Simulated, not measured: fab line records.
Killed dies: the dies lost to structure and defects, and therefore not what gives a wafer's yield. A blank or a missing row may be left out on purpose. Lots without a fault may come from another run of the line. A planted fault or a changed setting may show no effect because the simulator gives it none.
Matching of chambers	flow n5_finfet	N5_BEOL_M7_ETCH_62 on rie_diel-02: 4 sister chambers
The step etches SOC in N2/H2, target depth 110 nm, overetch 22 nm, time 165 s. 14 wafers are shown with their chamber, then 7 later ones without.

== EACH WAFER AND ITS CHAMBER ==
wafer	chamber	showerhead_plenum_p_Torr (Torr)	oes_product_au (a.u.)	throttle_valve_pct (%)
L076.1	0	2.51	0.60	17.90
L076.3	1	2.49	0.80	17.56
L076.5	1	2.49	0.80	17.56
L083.3	1	2.48	0.78	17.57
L083.4	3	2.62	0.58	17.97
L083.5	3	2.62	0.58	17.98
L084.4	0	2.50	0.59	17.90
L084.5	1	2.48	0.77	17.58
L084.6	0	2.50	0.59	17.91
L086.1	3	2.62	0.58	18.00
L086.2	0	2.50	0.59	17.92
L086.6	3	2.62	0.58	18.00
L089.1	0	2.50	0.58	17.95
L089.3	2	2.48	0.74	17.71

SIGNATURES (averages over the wafers above)
reading	chamber 0	chamber 1	chamber 2	chamber 3	scatter within a chamber
showerhead_plenum_p_Torr	2.5020	2.4850	2.4800	2.6200	0.00424
oes_product_au	0.5900	0.7875	0.7400	0.5800	0.00935
throttle_valve_pct	17.9160	17.5675	17.7100	17.9875	0.0163
Rule: a wafer's distance from a chamber is the root of the sum, over the readings, of the square of ((its reading less the chamber's mean) divided by the reading's scatter). The wafer belongs to the nearest chamber; if the next one is less than 2 further off, it can't be placed. The scatter: the root of (the sum of the squares of (reading less its chamber's mean) over the shown wafers, divided by (wafers less chambers)).

== WAFERS WITH NO CHAMBER GIVEN ==
wafer	showerhead_plenum_p_Torr (Torr)	oes_product_au (a.u.)	throttle_valve_pct (%)
L089.6	2.50	0.59	17.93
L091.1	2.62	0.57	18.03
L091.2	2.47	0.74	17.73
L091.6	2.47	0.76	17.61
L095.1	2.61	0.56	18.03
L095.4	2.47	0.72	17.75
L095.5	2.47	0.74	17.61

== WHICH CHAMBER EACH ONE RAN IN ==
wafer	from the rows above	in truth
L089.6	0	0
L091.1	3	3
L091.2	2	2
L091.6	can't be placed: 1 or 2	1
L095.1	3	3
L095.4	2	2
L095.5	can't be placed: 2 or 1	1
Placed correctly: 5 of 7. Cannot be placed on the basis of these rows: 2; the candidates contain the true chamber in 2. Number placed wrongly: 0.
